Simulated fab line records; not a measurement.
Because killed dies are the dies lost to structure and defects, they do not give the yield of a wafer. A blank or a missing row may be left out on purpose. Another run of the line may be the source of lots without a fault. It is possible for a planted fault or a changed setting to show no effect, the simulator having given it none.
Which tool was responsible? | flow n5Finfet | 14 lots with 42 wafers sampled at 6 steps, on a route of 1938 steps

== WHAT EACH GAUGE READ, for each wafer ==
N5_BEOL_M9_CD_MEAS_18: pitch 140 nm, target cd 70 nm. Usual: cdNm at 69.9 nm, with a standard deviation of 0.45.
lot  | measured     | on       | cdNm (nm)      | flag
L127 | day 9 15:07  | cdSem-03 | 69.7 69.7 69.1 | 
L129 | day 10 12:14 | cdSem-01 | 69.5 69.6 69.7 | 
L135 | day 11 23:49 | cdSem-02 | - - -          | OFF
L136 | day 12 09:43 | cdSem-02 | - - -          | OFF
L141 | day 13 11:06 | cdSem-01 | 69.9 69.8 69.5 | 
L143 | day 13 17:41 | cdSem-03 | 69.7 70.4 71.1 | 
L142 | day 13 17:50 | cdSem-03 | 69.5 69.7 70.2 | 
L145 | day 14 05:58 | cdSem-03 | 69.7 69.9 69.3 | 
L148 | day 14 10:23 | cdSem-01 | 70.2 69.6 69.3 | 
L146 | day 14 16:33 | cdSem-02 | 69.4 69.4 69.5 | 
L147 | day 14 22:45 | cdSem-02 | 70.6 70.7 70.7 | 
L149 | day 15 03:22 | cdSem-03 | 70.3 69.9 70.4 | 
L150 | day 15 09:31 | cdSem-01 | 69.6 70.3 70.3 | 
L144 | day 15 23:01 | cdSem-01 | 69.4 69.3 70.3 | 

== TOOL THAT RAN EACH LOT (tool first, then ch and the chambers of the sampled wafers, then the start) ==
lot  | N5_BEOL_M8_ALD_77                  | N5_BEOL_M8_SPUTTER_48       | N5_BEOL_M8_ANNEAL_51            | N5_BEOL_M9_HM_DEP_02        | N5_BEOL_M9_HM_OPEN_17
L127 | aldMetal-02 ch 1,2,3, day 9 10:02  | pvdSputter-03, day 9 10:34  | rtpAnneal-01 ch 0, day 9 11:05  | pvdSputter-03, day 9 14:11  | rieMetal-01 ch 0,1, day 9 14:55
L129 | aldMetal-04 ch 0,1, day 10 07:26   | pvdSputter-02, day 10 08:15 | rtpAnneal-02 ch 0, day 10 09:01 | pvdSputter-02, day 10 11:11 | rieMetal-03 ch 0,1, day 10 12:03
L135 | aldMetal-02 ch 0,1,2, day 11 19:38 | pvdSputter-03, day 11 20:08 | rtpAnneal-02 ch 0, day 11 20:39 | pvdSputter-01, day 11 22:41 | rieMetal-01 ch 0,1, day 11 23:38
L136 | aldMetal-04 ch 1,2, day 12 04:13   | pvdSputter-01, day 12 04:49 | rtpAnneal-02 ch 0, day 12 05:13 | pvdSputter-03, day 12 08:40 | rieMetal-01 ch 0,1, day 12 09:31
L141 | aldMetal-02 ch 0,3, day 13 05:50   | pvdSputter-02, day 13 08:20 | rtpAnneal-01 ch 0, day 13 08:35 | pvdSputter-02, day 13 10:10 | rieMetal-03 ch 0, day 13 10:55
L143 | aldMetal-02 ch 0,1,2, day 13 12:35 | pvdSputter-03, day 13 13:02 | rtpAnneal-02 ch 0, day 13 13:15 | pvdSputter-03, day 13 16:10 | rieMetal-01 ch 0,1, day 13 17:30
L142 | aldMetal-02 ch 1,2,3, day 13 12:52 | pvdSputter-01, day 13 13:20 | rtpAnneal-01 ch 0, day 13 13:32 | pvdSputter-01, day 13 16:13 | rieMetal-03 ch 0,1, day 13 17:36
L145 | aldMetal-02 ch 2,3, day 14 00:50   | pvdSputter-03, day 14 02:28 | rtpAnneal-01 ch 0, day 14 02:49 | pvdSputter-01, day 14 04:50 | rieMetal-03 ch 0,1, day 14 05:43
L148 | aldMetal-02 ch 0,1,3, day 14 06:26 | pvdSputter-02, day 14 06:58 | rtpAnneal-01 ch 0, day 14 07:13 | pvdSputter-03, day 14 08:41 | rieMetal-01 ch 0,1, day 14 10:07
L146 | aldMetal-04 ch 0,1,2, day 14 10:35 | pvdSputter-01, day 14 12:31 | rtpAnneal-01 ch 0, day 14 12:44 | pvdSputter-01, day 14 15:14 | rieMetal-01 ch 0,1, day 14 16:16
L147 | aldMetal-01 ch 0,1,2, day 14 19:01 | pvdSputter-03, day 14 19:37 | rtpAnneal-01 ch 0, day 14 19:49 | pvdSputter-03, day 14 21:18 | rieMetal-01 ch 0,1, day 14 22:10
L149 | aldMetal-02 ch 0,1,2, day 14 22:47 | pvdSputter-01, day 14 23:42 | rtpAnneal-02 ch 0, day 14 23:55 | pvdSputter-01, day 15 02:11 | rieMetal-02 ch 0,1, day 15 03:11
L150 | aldMetal-02 ch 0,2, day 15 03:19   | pvdSputter-01, day 15 04:08 | rtpAnneal-01 ch 0, day 15 04:41 | pvdSputter-01, day 15 08:15 | rieMetal-01 ch 0,1, day 15 09:11
L144 | aldMetal-02 ch 0,2, day 15 17:45   | pvdSputter-03, day 15 19:07 | rtpAnneal-02 ch 0, day 15 19:26 | pvdSputter-03, day 15 21:59 | rieMetal-03 ch 0,1, day 15 22:52
- N5_BEOL_M8_ALD_77: deposits TaN, target thk 2 nm, pulse time 2 s, purge time 3 s.
- N5_BEOL_M8_SPUTTER_48: material Cu, target thk 10 nm, time 1.667 s.
- N5_BEOL_M8_ANNEAL_51: time 90 s.
- N5_BEOL_M9_HM_DEP_02: deposits TiN, target thk 20 nm.
- N5_BEOL_M9_HM_OPEN_17: chemistry Cl2/BCl3, target TiN, target depth 20 nm, overetch 6 nm.

== WHAT THE TOOLS THEMSELVES READ (means of the sampled wafers that have a number; where no wafer has one, the mark that the record gives instead) ==
N5_BEOL_M8_ALD_77. Usual: heaterPowerW at 441 W, with a standard deviation of 25.
lot  | tool        | heaterPowerW (W) | flag
L127 | aldMetal-02 | 446              | 
L129 | aldMetal-04 | 466              | 
L135 | aldMetal-02 | 427              | 
L136 | aldMetal-04 | 448              | 
L141 | aldMetal-02 | 426              | 
L143 | aldMetal-02 | 421              | 
L142 | aldMetal-02 | 446              | 
L145 | aldMetal-02 | 453              | 
L148 | aldMetal-02 | 430              | 
L146 | aldMetal-04 | 459              | 
L147 | aldMetal-01 | 420              | 
L149 | aldMetal-02 | 425              | 
L150 | aldMetal-02 | 429              | 
L144 | aldMetal-02 | 430              | 

N5_BEOL_M8_SPUTTER_48. Usual: cathodeDcPowerW 26000 W, standard deviation 4.6; chuckSensorTempC -16.0 C, standard deviation 0.38; throttleValvePct 30.3 %, standard deviation 1.2.
lot  | tool          | cathodeDcPowerW (W) | chuckSensorTempC (C) | throttleValvePct (%) | flag
L127 | pvdSputter-03 | 26004               | -16.0                | 31.3                 | 
L129 | pvdSputter-02 | 26000               | -16.1                | 30.0                 | 
L135 | pvdSputter-03 | 25998               | -16.2                | 31.5                 | 
L136 | pvdSputter-01 | 26002               | -16.1                | 30.2                 | 
L141 | pvdSputter-02 | 26002               | -15.8                | 29.9                 | 
L143 | pvdSputter-03 | 26004               | -16.0                | 31.4                 | 
L142 | pvdSputter-01 | 26002               | -15.9                | 29.8                 | 
L145 | pvdSputter-03 | 25999               | -16.3                | 30.8                 | 
L148 | pvdSputter-02 | 26001               | -15.9                | 29.8                 | 
L146 | pvdSputter-01 | 25998               | -16.0                | 29.9                 | 
L147 | pvdSputter-03 | 26001               | -15.9                | 30.7                 | 
L149 | pvdSputter-01 | 26001               | -15.9                | 29.8                 | 
L150 | pvdSputter-01 | 26001               | -16.0                | 29.9                 | 
L144 | pvdSputter-03 | 26000               | -16.1                | 30.8                 | 

N5_BEOL_M8_ANNEAL_51. Usual: annealTempCMax 225.84, standard deviation 0.29; wafer_temp_C_max 225.67, standard deviation 0.24.
lot  | tool         | annealTempCMax | wafer_temp_C_max | flag
L127 | rtpAnneal-01 | 226.21         | 225.46           | 
L129 | rtpAnneal-02 | 225.78         | 225.79           | 
L135 | rtpAnneal-02 | 225.95         | 225.61           | 
L136 | rtpAnneal-02 | 225.83         | 225.64           | 
L141 | rtpAnneal-01 | 226.23         | 225.54           | 
L143 | rtpAnneal-02 | 225.91         | 225.63           | 
L142 | rtpAnneal-01 | 225.97         | 225.54           | 
L145 | rtpAnneal-01 | 225.99         | 225.62           | 
L148 | rtpAnneal-01 | 226.15         | 225.64           | 
L146 | rtpAnneal-01 | 226.02         | 225.38           | 
L147 | rtpAnneal-01 | 226.18         | 225.58           | 
L149 | rtpAnneal-02 | 225.64         | 225.93           | 
L150 | rtpAnneal-01 | 225.72         | 225.44           | 
L144 | rtpAnneal-02 | 225.48         | 225.88           | 

N5_BEOL_M9_HM_DEP_02. Usual: chamberPressurePa 0.5000 Pa, standard deviation 0.00091; substrateTempC 25.00 C, standard deviation 0.11; throttleValvePct 30.2 %, standard deviation 1.1.
lot  | tool          | chamberPressurePa (Pa) | substrateTempC (C) | throttleValvePct (%) | flag
L127 | pvdSputter-03 | 0.4995                 | 24.92              | 31.6                 | 
L129 | pvdSputter-02 | 0.5001                 | 24.92              | 29.7                 | 
L135 | pvdSputter-01 | -                      | -                  | -                    | OFF
L136 | pvdSputter-03 | -                      | -                  | -                    | OFF
L141 | pvdSputter-02 | 0.4992                 | 25.11              | 29.6                 | 
L143 | pvdSputter-03 | 0.5003                 | 24.94              | 30.3                 | 
L142 | pvdSputter-01 | 0.5000                 | 25.07              | 29.7                 | 
L145 | pvdSputter-01 | 0.4992                 | 25.19              | 29.5                 | 
L148 | pvdSputter-03 | 0.5000                 | 24.85              | 31.4                 | 
L146 | pvdSputter-01 | 0.4999                 | 25.03              | 30.2                 | 
L147 | pvdSputter-03 | 0.5000                 | 24.98              | 30.5                 | 
L149 | pvdSputter-01 | 0.5004                 | 24.94              | 29.8                 | 
L150 | pvdSputter-01 | 0.4998                 | 24.96              | 29.6                 | 
L144 | pvdSputter-03 | 0.5000                 | 24.97              | 31.0                 | 

N5_BEOL_M9_HM_OPEN_17. Usual: biasW 126.1 W, standard deviation 0.4; drypumpMotorCurrentA 5.9 A, standard deviation 0.44; oesProductAu 0.61 a.u., standard deviation 0.047; throttleValvePct 21.96 %, standard deviation 0.17.
lot  | tool        | biasW (W) | drypumpMotorCurrentA (A) | oesProductAu (a.u.) | throttleValvePct (%) | flag
L127 | rieMetal-01 | 125.9     | 6.2                      | 0.61                | 21.83                | 
L129 | rieMetal-03 | 126.0     | 5.7                      | 0.61                | 22.13                | 
L135 | rieMetal-01 | 126.1     | 6.4                      | 0.27                | 22.43                | OFF
L136 | rieMetal-01 | 125.9     | 6.2                      | 0.26                | 22.51                | OFF
L141 | rieMetal-03 | 125.8     | 5.4                      | 0.60                | 22.17                | 
L143 | rieMetal-01 | 126.1     | 6.4                      | 0.61                | 21.80                | 
L142 | rieMetal-03 | 126.3     | 5.5                      | 0.60                | 22.16                | 
L145 | rieMetal-03 | 126.1     | 5.7                      | 0.60                | 22.12                | 
L148 | rieMetal-01 | 125.8     | 6.2                      | 0.58                | 21.88                | 
L146 | rieMetal-01 | 126.1     | 6.2                      | 0.58                | 21.87                | 
L147 | rieMetal-01 | 125.9     | 6.2                      | 0.58                | 21.87                | 
L149 | rieMetal-02 | 126.5     | 5.7                      | 0.64                | 21.97                | 
L150 | rieMetal-01 | 125.8     | 6.3                      | 0.60                | 21.81                | 
L144 | rieMetal-03 | 125.7     | 5.7                      | 0.59                | 22.13                | 

== THE ANSWER, worked out from the rows above alone ==
Rule: take the mean of a lot's wafers that have a number; if it is more than 3 standard deviations from the usual mean, the lot is off. A lot without any number at a reading at which 4 lots or more have one is off too. Where the step has rows for the other lots, those lots are counted as sound. After the gauges, taken in route order, come the tools' own readings; for these a lot's mean is taken, as printed above. At the first step where some lot is off, the reading lying furthest off is the one used; lots without a number count as furthest.
Off: L135, L136 (N5_BEOL_M9_CD_MEAS_18, cdNm). Without a number there: L135, L136.
A tool fits if, at a process step before that reading, it ran every lot that is off, and no sound lot after the first of them. Not tried: the gauges at N5_BEOL_M9_CD_MEAS_18; whatever is off there is also off at N5_BEOL_M9_HM_DEP_02, on other tools, and gauge error can't account for it. No candidate that was tried fits.

== WHAT THE SIMULATOR PUT IN ==
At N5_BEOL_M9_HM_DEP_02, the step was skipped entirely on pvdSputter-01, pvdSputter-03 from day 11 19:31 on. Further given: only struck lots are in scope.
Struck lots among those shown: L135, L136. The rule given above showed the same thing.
